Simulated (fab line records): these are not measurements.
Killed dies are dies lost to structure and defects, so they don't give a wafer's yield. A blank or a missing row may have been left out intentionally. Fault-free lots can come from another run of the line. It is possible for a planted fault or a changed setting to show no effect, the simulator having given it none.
fab line records    flow n5-finfet
record lots=6  wafers=18  last-day=18
route steps=1938 shown HKMG_FIN@437 GATE_CUT@465 PASSIVATION@1936
lots with no fault: from the same line, run without faults
start-h: the number of hours between the record's first day and the start of the first shown wafer of the lot    wait-h: hours since the lot's step before    " the same as in the row above    L1.1+2: a single row standing in for several wafers    - no value present, or no start provided    * or withheld: withheld    < > ~ a bound
route shown NAME@n: NAME is a module with steps in the file, n the number in the route of the first one    usual: average and standard deviation across the fault-free wafers    same: alike in all rows    chamber/n: place in a boat    sites: each site's reading    _std_site: the standard deviation of these    _edge_site: the outer-site mean with the inner-site mean subtracted    radius-mm: how far each site lies from the wafer's centre    mask NAME#n: copy n    behind: the most recent tool/chamber to have shaped the wafer    hold: reason for holding the lot/hours on hold/outcome of the hold    device: transistor that didn't switch, given as n, p or np    end of line: tests run on the same wafers once the route is complete    where a step has no rows: the recipe by itself    killed: the dies lost at the first sort to structure and to defects; this is not the yield of the wafer    map: per-die view of a wafer (x killed, . not killed, _ where there is no die)
set.NAME: the setting as run; set.NAME@STEP: as run at that earlier step    model.NAME: the simulator's own value behind a step, which no gauge read
a table for each step, a row for each wafer; lots at some steps of the route
services: the hour from which a tool's chamber was out of use, counted from the record's first day as start-h (under 0 if before that day), plus the number of hours and why
## steps
# step N5_HKMG_FIN_STRIP_34
# recipe chemistry=CF4  resist=SiARC  power-w=300  bias-power-w=75  pressure-mtorr=50  cf4-flow-sccm=150  rf-frequency-hz=6e+07
# step N5_HKMG_FIN_ETCH_35
# recipe chemistry=N2/H2  target=SOC  target-depth-a=2158  ion-energy-ev=65  bias-w=5  source-w=3000  time-s=243.4  pressure-mtorr=30  n2-flow-sccm=200  h2-flow-sccm=200
# step N5_HKMG_FIN_STRIP_92
# recipe chemistry=N2/H2  material=SOC  time-s=20  power-w=500  temp-c=40  pressure-mtorr=50  rf-frequency-hz=6e+07  bias-power-w=8  h2-frac=0.5  n2-flow-sccm=300  h2-flow-sccm=300
# step N5_HKMG_FIN_WET_ETCH_18
# recipe chemistry=SC1  target=TiN  mix=1:1:5  temp-c=*  time-s=55  target-depth-nm=5.2  dry=ipa-marangoni  rinse-time-s=30  rinse-temp-c=23
# step N5_HKMG_FIN_STRIP_19
# recipe chemistry=N2/H2  power-w=2500  temp-c=300  h2-frac=0.65  time-s=360  pressure-mtorr=withheld  n2-flow-sccm=1750  h2-flow-sccm=3250
# step N5_HKMG_FIN_ALD_91
# recipe material=TiN  target-thk-a=10  temp-c=400  ald-precursor-family=TiCl4  ald-co-reactant=NH3  pulse-time-s=1  purge-time-s=3  co-reactant-purge-time-s=2  co-reactant-pulse-time-s=2  ald-cycles=47  pressure-torr=3
# step N5_HKMG_FIN_COAT_85
# recipe resist=SOC  temp-c=250  time-s=60  spin-rpm=1500  resist-thk-nm=300
# step N5_HKMG_FIN_ETCH_86
# recipe chemistry=N2/H2  target=SOC  target-depth-a=3932  stop-on=TiN  ion-energy-ev=100  bias-w=61  pressure-mtorr=30  source-w=850  n2-flow-sccm=200  h2-flow-sccm=200
# usual drypump-motor-current-A=5.9/0.49  oes-product-au=0.79/0.078  rf-vpp-V=241.5/1.3  showerhead-plenum-p-Torr=2.61/0.084  throttle-valve-pct=17.7/0.31
lot.wafer  tool         chamber  start-h  wait-h  drypump-motor-current-A  oes-product-au  rf-hours-counter-h  rf-vpp-V  showerhead-plenum-p-Torr  throttle-valve-pct
L537.2     rie-diel-04  2        82.47    -       6.3                      0.83            55                  242.1     2.72                      17.9
L537.3     "            3        "        "       6.3                      0.86            45                  240.7     2.61                      17.7
L537.5     "            2        "        "       6.2                      0.83            -                   243.1     2.72                      17.9
L541.4     rie-diel-04  1        107.45   -       5.8                      0.70            205                 242.5     2.64                      17.8
L541.5     "            0        "        "       5.0                      0.90            -                   239.2     2.46                      17.6
L541.6     "            1        "        "       5.8                      0.70            -                   242.1     2.64                      17.8
L545.1     rie-diel-06  3        138.72   -       5.1                      0.75            163                 242.1     2.66                      17.9
L545.5     "            3        "        "       5.1                      0.76            -                   241.0     2.66                      17.9
L545.6     "            2        "        "       5.9                      0.66            -                   238.7     2.47                      17.6
L551.2     rie-diel-06  0        172.59   -       6.3                      0.71            199                 242.0     2.64                      18.2
L551.3     "            3        "        "       5.0                      0.74            172                 240.8     2.66                      17.9
L551.5     "            3        "        "       5.0                      0.74            -                   242.3     2.66                      17.9
L557.3     rie-diel-04  1        205.86   -       5.8                      0.68            239                 241.8     2.62                      17.8
L557.4     "            3        "        "       6.3                      0.81            -                   241.7     2.59                      17.7
L557.6     "            1        "        "       5.8                      0.68            -                   242.4     2.62                      17.8
L559.2     rie-diel-05  1        218.80   -       5.8                      0.73            161                 241.5     2.65                      18.3
L559.4     "            2        "        "       5.4                      0.81            87                  239.5     2.47                      17.5
L559.6     "            1        "        "       5.8                      0.73            -                   241.4     2.65                      18.3
# step N5_HKMG_FIN_STRIP_89
# recipe chemistry=N2/H2  material=SOC  time-s=20  power-w=500  temp-c=40  pressure-mtorr=50  rf-frequency-hz=6e+07  bias-power-w=8  h2-frac=0.5  n2-flow-sccm=300  h2-flow-sccm=300
# step N5_HKMG_FIN_WET_ETCH_87
# recipe chemistry=SC1  target=TiN  mix=1:2:40  temp-c=50  time-s=154.2  target-depth-nm=4.7  dry=ipa-marangoni  rinse-time-s=30  rinse-temp-c=23
# step N5_HKMG_FIN_STRIP_88
# recipe chemistry=N2/H2  power-w=2500  temp-c=300  h2-frac=0.65  time-s=360  pressure-mtorr=withheld  n2-flow-sccm=1750  h2-flow-sccm=3250
# step N5_HKMG_FIN_NWFM_ALD_20
# recipe material=TiAlC  target-thk-a=20  temp-c=300  ald-precursor-family=TiCl4  ald-co-reactant=TEA  pulse-time-s=3  purge-time-s=2  co-reactant-purge-time-s=2  co-reactant-pulse-time-s=10  ald-cycles=7  pressure-torr=3
# step N5_HKMG_FIN_ALD_71
# recipe material=TiN  target-thk-a=10  temp-c=400  ald-precursor-family=TiCl4  ald-co-reactant=NH3  pulse-time-s=1  purge-time-s=3  co-reactant-purge-time-s=2  co-reactant-pulse-time-s=2  ald-cycles=47  pressure-torr=3
# usual heater-power-w=886/57  precursor-pulse-height-rel=0.999/0.02
lot.wafer  tool          chamber  start-h  wait-h  heater-power-w  precursor-pulse-height-rel  since-wet-clean-h
L537.2     ald-metal-02  0        83.20    0.0     957             0.979                       4362
L537.3     "             2        "        "       850             1.007                       4362
L537.5     "             2        "        "       860             0.972                       -
L541.4     ald-metal-04  3        108.18   0.0     970             0.962                       1309
L541.5     "             1        "        "       930             1.001                       -
L541.6     "             2        "        "       865             0.981                       -
L545.1     ald-metal-02  1        139.49   0.0     938             0.967                       4418
L545.5     "             3        "        "       777             0.976                       -
L545.6     "             0        "        "       982             0.997                       -
L551.2     ald-metal-03  2        173.32   0.0     903             1.013                       2913
L551.3     "             1        "        "       878             1.012                       2913
L551.5     "             0        "        "       848             0.971                       -
L557.3     ald-metal-04  0        206.60   0.0     835             1.001                       1408
L557.4     "             3        "        "       961             0.975                       -
L557.6     "             0        "        "       834             1.015                       -
L559.2     ald-metal-04  2        219.53   0.0     848             0.999                       1421
L559.4     "             1        "        "       931             1.013                       1421
L559.6     "             1        "        "       963             1.000                       -
# step N5_HKMG_FIN_COAT_66
# recipe resist=SOC  temp-c=250  time-s=60  spin-rpm=1500  resist-thk-nm=300
# step N5_HKMG_FIN_ETCH_67
# recipe chemistry=N2/H2  target=SOC  target-depth-a=3889  stop-on=TiN  ion-energy-ev=100  bias-w=61  pressure-mtorr=30  source-w=850  n2-flow-sccm=200  h2-flow-sccm=200
# step N5_HKMG_FIN_STRIP_90
# recipe chemistry=N2/H2  material=SOC  time-s=20  power-w=500  temp-c=40  pressure-mtorr=50  rf-frequency-hz=6e+07  bias-power-w=8  h2-frac=0.5  n2-flow-sccm=300  h2-flow-sccm=300
# step N5_HKMG_FIN_WET_ETCH_73
# recipe chemistry=SC1  mix=1:2:40  temp-c=50  time-s=42.3  target-depth-nm=1.3  dry=ipa-marangoni  rinse-time-s=30  rinse-temp-c=23
# step N5_HKMG_FIN_ETCHBACK_68
# recipe chemistry=Cl2/Ar  stop-on=HfO2  target-depth-a=5  pressure-mtorr=10  icp-w=600  bias-w=60  Cl2_flow_sccm=40  Ar_flow_sccm=60
# usual drypump-motor-current-A=5.9/0.36  oes-product-au=0.74/0.074  throttle-valve-pct=20.8/0.43
lot.wafer  tool          chamber  start-h  wait-h  drypump-motor-current-A  oes-product-au  rf-hours-counter-h  throttle-valve-pct
L537.2     rie-metal-03  1        83.76    0.0     6.4                      0.72            60                  20.1
L537.3     "             0        "        "       6.1                      0.82            -                   21.2
L537.5     "             0        "        "       6.2                      0.82            -                   21.2
L541.4     rie-metal-03  1        108.89   0.1     6.4                      0.71            -                   20.1
L541.5     "             0        "        "       6.2                      0.80            -                   21.2
L541.6     "             1        "        "       6.4                      0.71            -                   20.1
L545.1     rie-metal-01  0        140.05   0.0     5.7                      0.66            95                  21.0
L545.5     "             1        "        "       5.5                      0.80            -                   20.5
L545.6     "             0        "        "       5.7                      0.66            -                   21.0
L551.2     rie-metal-03  0        173.88   0.0     6.2                      0.79            33                  21.3
L551.3     "             1        "        "       6.4                      0.70            -                   20.1
L551.5     "             0        "        "       6.2                      0.79            -                   21.3
L557.3     rie-metal-01  0        207.23   0.1     5.7                      0.65            -                   21.0
L557.4     "             1        "        "       5.4                      0.78            -                   20.5
L557.6     "             1        "        "       5.5                      0.78            -                   20.5
L559.2     rie-metal-02  1        220.09   0.0     5.5                      0.76            53                  20.9
L559.4     "             1        "        "       5.5                      0.75            -                   20.9
L559.6     "             1        "        "       5.5                      0.76            -                   20.9
# step N5_HKMG_FIN_STRIP_69
# recipe chemistry=N2/H2  power-w=2500  temp-c=300  h2-frac=0.65  time-s=360  pressure-mtorr=withheld  n2-flow-sccm=1750  h2-flow-sccm=3250
# step N5_HKMG_FIN_ALD_21
# recipe material=TiN  target-thk-a=15  temp-c=400  ald-precursor-family=TiCl4  ald-co-reactant=NH3  pulse-time-s=1  purge-time-s=3  co-reactant-purge-time-s=2  co-reactant-pulse-time-s=2  ald-cycles=68  pressure-torr=3
# step N5_HKMG_FIN_ALD_72
# recipe material=W  target-thk-a=20  temp-c=300  pressure-torr=7.5  ald-precursor-family=WF6  ald-co-reactant=B2H6  pulse-time-s=1  purge-time-s=2  co-reactant-purge-time-s=2  co-reactant-pulse-time-s=3  ald-cycles=7
# step N5_HKMG_FIN_W_FILL_22
# recipe material=W  target-thk-a=600  temp-c=400  pressure-torr=39.4  time-s=18.2
# step N5_HKMG_FIN_PRECLEAN_83
# recipe chemistry=DIW  time-s=57.5  temp-c=23
# step N5_HKMG_FIN_SRD_84
# recipe dry-time-s=32  dry=n2-spin  spin-rpm=1500
# step N5_HKMG_FIN_CMP_23
# recipe stop-on=SiNx  t-overpolish-s=10  post-cmp-clean=rinse-only  down-force-psi=4  platen-rpm=50.289  pad-velocity-m-s=1.0006  target-thk-nm=46.326
# step N5_HKMG_FIN_CMP_94
# recipe stop-on=SiNx  post-cmp-clean=w-dilute-nh4oh  t-overpolish-s=4.7  down-force-psi=4  platen-rpm=50.289  pad-velocity-m-s=1.0006  target-thk-nm=43.299
# step N5_GATE_CUT_ETCHBACK_00
# recipe chemistry=SF6/Cl2  target=W  pressure-mtorr=8  icp-w=900  bias-w=80  SF6_flow_sccm=40  Cl2_flow_sccm=60
# usual drypump-motor-current-A=5.8/0.34  oes-product-au=0.75/0.087  throttle-valve-pct=27.5/0.51
lot.wafer  tool          chamber  start-h  wait-h  drypump-motor-current-A  oes-product-au  rf-hours-counter-h  throttle-valve-pct
L537.2     rie-metal-02  1        85.56    0.0     5.5                      0.79            41                  27.5
L537.3     "             0        "        "       5.8                      0.60            -                   27.8
L537.5     "             0        "        "       5.9                      0.60            -                   27.8
L541.4     rie-metal-03  1        110.73   0.1     6.4                      0.72            -                   26.6
L541.5     "             0        "        "       6.2                      0.83            -                   28.2
L541.6     "             1        "        "       6.4                      0.71            -                   26.6
L545.1     rie-metal-03  1        141.86   0.0     6.4                      0.71            64                  26.6
L545.5     "             1        "        "       6.4                      0.71            -                   26.6
L545.6     "             0        "        "       6.1                      0.82            -                   28.1
L551.2     rie-metal-01  0        175.73   0.0     5.7                      0.66            99                  27.7
L551.3     "             1        "        "       5.5                      0.81            -                   27.4
L551.5     "             0        "        "       5.7                      0.67            -                   27.7
L557.3     rie-metal-02  0        209.28   0.1     5.8                      0.92            -                   27.1
L557.4     "             1        "        "       5.5                      0.76            -                   27.6
L557.6     "             1        "        "       5.5                      0.74            -                   27.6
L559.2     rie-metal-02  0        221.89   0.0     5.8                      0.91            4                   27.1
L559.4     "             0        "        "       5.8                      0.91            -                   27.1
L559.6     "             1        "        "       5.5                      0.75            -                   27.6
# step N5_GATE_CUT_ETCH_56
# recipe chemistry=Cl2/Ar  target=TiN  target-depth-a=216  pressure-mtorr=10  icp-w=600  bias-w=60  Cl2_flow_sccm=40  Ar_flow_sccm=60
# step N5_GATE_CUT_ETCHBACK_30
# recipe chemistry=Cl2/Ar  target=TiN  target-depth-a=30  mode=isotropic  pressure-mtorr=10  icp-w=600  bias-w=60  Cl2_flow_sccm=40  Ar_flow_sccm=60
# step N5_GATE_CUT_VAPOR_ETCH_60
# recipe chemistry=BCl3/Cl2  target=HfO2  mode=isotropic
# step N5_GATE_CUT_ETCH_58
# recipe chemistry=CH3F/O2  target=SiNx  target-depth-a=170  time-s=128.6  ion-energy-ev=50  pressure-mtorr=30  source-w=415  bias-w=21  Ar_flow_sccm=150  CH3F_flow_sccm=30  O2_flow_sccm=20
# step N5_GATE_CUT_STRIP_59
# recipe chemistry=N2/H2  time-s=20  power-w=100  temp-c=40  pressure-mtorr=100  rf-frequency-hz=6e+07  bias-power-w=3  n2-flow-sccm=300  h2-flow-sccm=300
# step N5_GATE_CUT_PRECLEAN_31
# recipe temp-c=23  chemistry=DIW  time-s=300
# step N5_GATE_CUT_SRD_32
# recipe time-s=30  temp-c=23  rinse-liquid=diw  dry=ipa-marangoni
# step N5_GATE_CUT_SAC_CAP_01
# recipe material=SiNx  target-thk-a=240  temp-c=400  ald-precursor-family=SiH2I2  ald-co-reactant=N2/H2-plasma  pulse-time-s=1  ald-cycles=480  purge-time-s=2  co-reactant-purge-time-s=2  pressure-torr=2
# usual heater-power-w=856/110  precursor-pulse-height-rel=1.001/0.02
lot.wafer  tool        chamber  start-h  wait-h  heater-power-w  precursor-pulse-height-rel  since-wet-clean-h
L537.2     ald-sin-03  2        86.22    0.0     707             1.003                       79
L537.3     "           0        "        "       927             1.011                       79
L537.5     "           3        87.30    1.1     849             0.986                       -
L541.4     ald-sin-04  0        111.49   0.0     901             0.995                       11
L541.5     "           3        112.58   1.1     881             0.992                       -
L541.6     "           0        "        "       891             0.994                       -
L545.1     ald-sin-03  1        142.47   0.0     954             1.009                       135
L545.5     "           0        144.64   2.2     907             0.991                       -
L545.6     "           1        "        "       949             0.977                       -
L551.2     ald-sin-01  0        176.55   0.0     963             0.982                       366
L551.3     "           1        "        "       603             1.004                       366
L551.5     "           3        177.63   1.1     1082            1.028                       -
L557.3     ald-sin-01  2        209.90   0.0     777             1.022                       18
L557.4     "           3        "        "       1080            0.980                       18
L557.6     "           1        210.98   1.1     568             0.977                       -
L559.2     ald-sin-03  3        222.71   0.1     871             1.011                       215
L559.4     "           0        "        "       921             1.008                       215
L559.6     "           1        223.79   1.2     949             0.996                       -
# step N5_GATE_CUT_PECVD_57
# recipe material=SiNx  target-thk-a=210  temp-c=400  precursor=SiH4/NH3/N2  pressure-torr=1.5  rf-w=300
# usual heater-power-w=744/77  showerhead-plenum-p-Torr=5.10/0.04  throttle-valve-pct=38.5/1.3
lot.wafer  tool      chamber  start-h  wait-h  heater-power-w  showerhead-plenum-p-Torr  since-wet-clean-h  throttle-valve-pct
L537.2     pecvd-02  1        88.41    1.1     730             5.09                      1336               37.7
L537.3     "         2        "        "       867             5.08                      -                  38.8
L537.5     "         2        "        "       845             5.10                      -                  39.1
L541.4     pecvd-04  1        113.71   1.1     737             5.05                      -                  40.2
L541.5     "         2        "        "       758             5.07                      -                  38.6
L541.6     "         0        "        "       745             5.14                      -                  39.1
L545.1     pecvd-01  0        145.76   2.2     645             5.18                      169                37.5
L545.5     "         2        "        "       602             5.15                      -                  39.1
L545.6     "         1        "        "       923             5.12                      -                  41.5
L551.2     pecvd-02  0        178.74   1.1     785             5.04                      701                36.6
L551.3     "         1        "        "       695             5.11                      1426               37.6
L551.5     "         0        "        "       765             5.05                      -                  36.7
L557.3     pecvd-02  0        212.11   1.1     687             5.05                      -                  36.6
L557.4     "         1        "        "       639             5.10                      -                  37.8
L557.6     "         1        "        "       637             5.10                      -                  37.7
L559.2     pecvd-02  1        224.90   1.1     739             5.10                      1473               37.7
L559.4     "         1        "        "       746             5.10                      -                  37.7
L559.6     "         0        "        "       621             5.07                      -                  37.1
# step N5_GATE_CUT_CMP_02
# recipe stop-on=SiO2  t-overpolish-s=12.7  post-cmp-clean=alkaline-brush  down-force-psi=2.5  platen-rpm=51.8  pad-velocity-m-s=1.0307  target-thk-nm=0
# step N5_GATE_CUT_HM_DEP_46
# recipe material=SiO2  target-thk-a=1300  temp-c=400  precursor=TEOS/O2  pressure-torr=6.5  rf-w=900  teos-flow-sccm=161.4  gas=O2  flow-sccm=2650  time-s=26.6
# step N5_GATE_CUT_COAT_34
# recipe resist=SOC  temp-c=250  time-s=60  spin-rpm=1500  resist-thk-nm=60
# step N5_PASSIVATION_PROBE_49
# usual killed_at_M0_to_M3=33/9.9  killed_at_M4_up=15/5.6  killed-at-contacts=13/5.7  killed-at-front-end=38/12  killed-at-other=4/3.1  killed-dies=103/17  killed-open=66/13  killed-short=32/7.8
# same gross-dies=1180  killed-at-back-side=0
lot.wafer  tool       chamber  start-h  wait-h  killed_at_M0_to_M3  killed_at_M4_up  killed-at-contacts  killed-at-front-end  killed-at-other  killed-dies  killed-open  killed-short
L537.2     prober-02  -        294.39   0.1     26                  17               12                  37                   2                94           70           23
L537.3     prober-02  -        294.44   0.1     33                  14               8                   28                   3                86           52           33
L537.5     prober-02  -        294.54   0.2     32                  13               8                   31                   4                88           47           37
L541.4     prober-01  -        298.80   0.2     29                  16               14                  29                   6                94           56           33
L541.5     prober-01  -        298.85   0.2     46                  13               12                  45                   8                124          79           32
L541.6     prober-01  -        298.90   0.3     29                  8                25                  28                   2                92           66           26
L545.1     prober-01  -        340.32   0.0     50                  15               7                   42                   4                118          60           51
L545.5     prober-01  -        340.52   0.2     32                  16               11                  18                   2                79           51           24
L545.6     prober-01  -        340.57   0.3     37                  26               11                  24                   1                99           70           24
L551.2     prober-01  -        371.60   0.1     42                  11               19                  37                   0                109          73           31
L551.3     prober-01  -        371.65   0.1     27                  12               7                   31                   4                81           53           27
L551.5     prober-01  -        371.75   0.2     22                  13               17                  35                   4                91           62           29
L557.3     prober-01  -        419.10   0.1     22                  11               12                  125                  5                175          60           40
L557.4     prober-01  -        419.15   0.2     43                  15               4                   133                  7                202          69           27
L557.6     prober-01  -        419.25   0.3     40                  10               17                  118                  5                190          74           42
L559.2     prober-02  -        432.57   0.1     29                  6                9                   156                  7                207          63           36
L559.4     prober-02  -        432.67   0.2     26                  8                12                  138                  2                186          75           20
L559.6     prober-02  -        432.77   0.3     19                  12               9                   133                  0                173          53           17
# killed by level:class
L537.2 MOL_CONTACT_COAG:geometric-particle:open=11 BEOL_M4:geometric-particle:open=9 BEOL_M1:geometric-particle:open=8 STI_FIN_REVEAL:geometric-particle:open=7 ILD0:geometric-particle:open=7 BEOL_M2:geometric-particle:open=7 GATE_CUT:geometric-particle:open=5 GATE_CUT:geometric-particle:short=5
L537.3 BEOL_M4:geometric-particle:open=9 BEOL_M0_SAQP:geometric-particle:short=8 STI_FIN_REVEAL:geometric-particle:open=7 BEOL_M0_SAQP:geometric-particle:open=7 MOL_CONTACT_COAG:geometric-particle:open=6 GATE_CUT:geometric-particle:short=5 BEOL_M1:geometric-particle:open=5 BEOL_M2:geometric-particle:short=5
L537.5 BEOL_M0_SAQP:geometric-particle:short=10 BEOL_M1:geometric-particle:open=8 GATE_CUT:geometric-particle:short=7 MOL_CONTACT_COAG:geometric-particle:open=6 BEOL_M1:geometric-particle:short=5 BEOL_M4:geometric-particle:open=5 FIN_SAQP:geometric-particle:short=4 FIN_SAQP:geometric-particle:open=4
L541.4 MOL_CONTACT_COAG:geometric-particle:open=10 BEOL_M1:geometric-particle:open=8 GATE_CUT:geometric-particle:open=6 BEOL_M3:geometric-particle:open=6 DUMMY_GATE:geometric-particle:open=4 GATE_CUT:geometric-particle:short=4 MOL_CONTACT_COAG:geometric-particle:short=4 BEOL_M1:geometric-particle:short=4
L541.5 MOL_CONTACT_COAG:geometric-particle:open=11 FIN_SAQP:geometric-particle:open=9 HKMG_FIN:area-etch=9 BEOL_M1:geometric-particle:open=8 BEOL_M0_SAQP:geometric-particle:short=7 BEOL_M0:geometric-particle:open=7 BEOL_M5:geometric-particle:open=6 GATE_CUT:geometric-particle:short=5
L541.6 MOL_CONTACT_COAG:geometric-particle:open=21 BEOL_M1:geometric-particle:open=7 DUMMY_GATE:geometric-particle:open=6 BEOL_M2:geometric-particle:open=6 STARTING-WAFER:geometric-particle:short=5 FIN_SAQP:geometric-particle:short=4 MOL_CONTACT_COAG:geometric-particle:short=4 BEOL_M0_SAQP:geometric-particle:open=4
L545.1 BEOL_M3:geometric-particle:open=10 FIN_SAQP:geometric-particle:short=9 BEOL_M2:geometric-particle:open=9 BEOL_M0_SAQP:geometric-particle:short=6 STI_FIN_REVEAL:geometric-particle:open=5 BEOL_M0_SAQP:geometric-particle:open=5 BEOL_M1:geometric-particle:open=5 STARTING-WAFER:geometric-particle:short=5
L545.5 MOL_CONTACT_COAG:geometric-particle:open=10 STI_FIN_REVEAL:geometric-particle:open=9 BEOL_M0_SAQP:geometric-particle:short=9 BEOL_M0_SAQP:geometric-particle:open=6 BEOL_M4:geometric-particle:open=4 BEOL_M5:geometric-particle:open=4 FIN_SAQP:geometric-particle:short=3 BEOL_M0:geometric-particle:open=3
L545.6 BEOL_M4:geometric-particle:open=12 STI_FIN_REVEAL:geometric-particle:open=10 MOL_CONTACT_COAG:geometric-particle:open=9 BEOL_M3:geometric-particle:open=9 BEOL_M0_SAQP:geometric-particle:short=6 BEOL_M2:geometric-particle:open=6 BEOL_M5:geometric-particle:open=5 FIN_SAQP:geometric-particle:open=4
L551.2 FIN_SAQP:geometric-particle:open=12 BEOL_M3:geometric-particle:open=11 MOL_CONTACT_COAG:geometric-particle:short=10 BEOL_M0_SAQP:geometric-particle:open=9 MOL_CONTACT_COAG:geometric-particle:open=8 STI_FIN_REVEAL:geometric-particle:open=8 BEOL_M0_SAQP:geometric-particle:short=7 BEOL_M4:geometric-particle:open=4
L551.3 FIN_SAQP:geometric-particle:open=7 MOL_CONTACT_COAG:geometric-particle:open=7 BEOL_M0_SAQP:geometric-particle:open=7 BEOL_M1:geometric-particle:open=5 DUMMY_GATE:geometric-particle:open=4 GATE_CUT:geometric-particle:short=4 BEOL_M0_SAQP:geometric-particle:short=4 GATE_CUT:geometric-particle:open=3
L551.5 MOL_CONTACT_COAG:geometric-particle:open=12 FIN_SAQP:geometric-particle:open=7 STI_FIN_REVEAL:geometric-particle:open=6 MOL_CONTACT_COAG:geometric-particle:short=5 BEOL_M1:geometric-particle:open=5 BEOL_M3:geometric-particle:open=5 BEOL_M4:geometric-particle:open=5 STI_FIN_REVEAL:geometric-particle:short=3
L557.3 HKMG_FIN:unspecified=70 STI_FIN_REVEAL:geometric-particle:open=9 GATE_CUT:geometric-particle:short=9 FIN_SAQP:geometric-particle:open=8 MOL_CONTACT_COAG:geometric-particle:open=8 DUMMY_GATE:geometric-particle:open=6 BEOL_M0_SAQP:geometric-particle:short=6 BEOL_M0_SAQP:geometric-particle:open=6
L557.4 HKMG_FIN:unspecified=103 STI_FIN_REVEAL:geometric-particle:open=12 BEOL_M0_SAQP:geometric-particle:open=9 BEOL_M1:geometric-particle:open=8 BEOL_M0_SAQP:geometric-particle:short=7 BEOL_M4:geometric-particle:open=7 BEOL_M2:geometric-particle:open=6 BEOL_M3:geometric-particle:open=6
L557.6 HKMG_FIN:unspecified=71 STI_FIN_REVEAL:geometric-particle:open=13 MOL_CONTACT_COAG:geometric-particle:open=11 BEOL_M0_SAQP:geometric-particle:open=10 BEOL_M0_SAQP:geometric-particle:short=9 FIN_SAQP:geometric-particle:open=6 BEOL_M3:geometric-particle:open=6 FIN_SAQP:geometric-particle:short=5
L559.2 HKMG_FIN:unspecified=97 STI_FIN_REVEAL:geometric-particle:open=14 FIN_SAQP:geometric-particle:short=9 BEOL_M0_SAQP:geometric-particle:open=9 HKMG_FIN:area-etch=9 BEOL_M2:geometric-particle:open=7 MOL_CONTACT_COAG:geometric-particle:open=6 BEOL_M0_SAQP:geometric-particle:short=6
L559.4 HKMG_FIN:unspecified=87 STI_FIN_REVEAL:geometric-particle:open=17 FIN_SAQP:geometric-particle:open=11 MOL_CONTACT_COAG:geometric-particle:open=9 BEOL_M2:geometric-particle:open=5 BEOL_M3:geometric-particle:open=5 FIN_SAQP:geometric-particle:short=4 BEOL_M0_SAQP:geometric-particle:short=4
L559.6 HKMG_FIN:unspecified=98 STI_FIN_REVEAL:geometric-particle:open=12 FIN_SAQP:geometric-particle:open=10 MOL_CONTACT_COAG:geometric-particle:open=7 BEOL_M0_SAQP:geometric-particle:short=5 BEOL_M4:geometric-particle:open=5 BEOL_M2:geometric-particle:open=4 BEOL_M1:geometric-particle:open=3
# map L557.4 (x killed, . not)
_________________...........x________________
______________...............x.x_____________
___________.......x.......x........__________
__________..................x......._________
________...........................x.x_______
_______............................x...______
______.......x...x...x..x...x..........x_____
_____.........xxx.....xx..x...x..........____
____..x......x......x.......x.............___
___.............x....x...x...............xx__
___.....................x.x..x...........x.__
__....x.............x.x....................._
__..................x....x...xx.x..........._
_............x...........x........x...x......
_.....xx..........................x..........
_.....................x.x................x...
_.......................x.....x.......x......
_..........................x..x.............x
_......x................x....................
_............x.............x...xx......x.....
_.......x......x.....x..x....................
__.x.x..................x........x.........._
__..x..............xxx..x...........x..xx..._
___..........x........x............x.......__
___....x.x..........xx.x.x.........x.......__
____.x..........x..xxxxxxx..x.............___
_____.......xx...xxxxxxxxxxxx............____
______x.x..x.....xxxxxxxxxxxx.x........._____
_______x.........xxxxxxxxxxxx..........______
________..x..xx.xxxxxxxxxxxxxx........_______
__________......xxx.xxxxx.xx.xx....._________
___________.....xxxxxxxxxxxxxx.....__________
______________....x.xxxxx....x.x_____________
_________________..x.xx.xx.x.________________
# map L559.2 (x killed, . not)
_________________............________________
______________.....x.x..x......._____________
___________...............x........__________
__________...x..x.......x......x...._________
________....x........xxx.......x......_______
_______....x......x..x.................______
______..x.........x.....x......x........_____
_____x...x...............................____
____...................x.xx.....x.........___
___...............x.x......................__
___x...x...x......x................x..x.x..__
__............x...............x...x..xx..x.._
__........x......x...........xxxx.xxxxxxxx.._
_.....x......x.................xxxxxxxxxxxxxx
_..........x.....xx.......xx.....xxxxxxxxxxxx
_.x.....................x........xxxxxxxxxx..
_.......x......................x.xxxxxxxxxxx.
_....................x.........xxxxxxxxxxxxxx
_........xx.....x...xx....x.....x.xxxxxxxxx..
_...................x............x..xxxxx.xx.
_..............xx................xx.xxx.xxxx.
__............x...x.....x........x.xx.....x._
__......x........x.............x............_
___.........x..x.............x....x...x....__
___...........x.......................x....__
____......x...............................___
_____....................x.......x.......____
______..x.x............x..x.....x.....x._____
_______............x.x.x............x..______
________..................x...x......._______
__________.....x....x............x.._________
___________....xx.......x..........__________
______________.....x.x....x...x._____________
_________________...x........________________
## services
tool          chamber  start-h  hours  kind
rie-diel-06   2        59.96    2.2    repair
ald-metal-04  3        63.34    7.0    repair
ald-sin-01    3        63.61    4.6    repair
rie-diel-04   1        65.80    6.9    repair
ald-sin-01    3        79.10    6.3    repair
pecvd-01      2        82.28    19.0   repair
pecvd-02      0        84.33    4.5    repair
ald-sin-04    -        87.26    14.0   pm
ald-sin-03    -        95.80    0.5    repair
ald-metal-04  -        112.18   0.4    repair
rie-diel-04   -        137.93   0.3    repair
ald-sin-03    3        142.01   13.5   repair
ald-metal-02  3        147.77   19.4   repair
pecvd-02      -        158.06   4.1    repair
rie-metal-03  -        160.04   0.6    repair
rie-metal-01  -        164.81   0.4    repair
ald-metal-04  1        173.83   34.1   repair
rie-diel-06   -        176.36   0.6    repair
ald-sin-01    -        178.72   14.0   pm
ald-sin-03    3        206.32   3.6    repair
ald-sin-03    -        207.72   6.0    pm
rie-metal-03  1        218.36   1.4    repair
ald-metal-04  0        220.83   5.3    repair
ald-metal-02  1        222.16   4.1    repair
## key
first-sign step=N5_PASSIVATION_PROBE_49  reading=killed-at-front-end  direction=up  sigmas=8.3  usual=38  struck=134
effect step=N5_PASSIVATION_PROBE_49  reading=killed-dies  direction=up  sigmas=5.1  usual=103  struck=189
more-kills-born-at N5_HKMG_FIN_ALD_71@ald-metal-04=526
met-at N5_HKMG_FIN_ALD_71
struck-wafers L557.3,L557.4,L557.6,L559.2,L559.4,L559.6
tester-left-out L557,L559
onset-between 108.18 206.60
also-fits time
fault kind=chamber-particle-source  tool=ald-metal-04  chamber=-  onset-h=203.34  steps=N5_HKMG_FIN_ALD_71  rate-per-visit-cm2=0.5176  end-h=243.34
# tester-left-out: of these lots the tester's yield and bins aren't shown, on N5 and GAA mostly nor the transistor test; their killed dies are dies lost to structure and defects alone, not to doping, threshold or leakage, so they don't give the yield
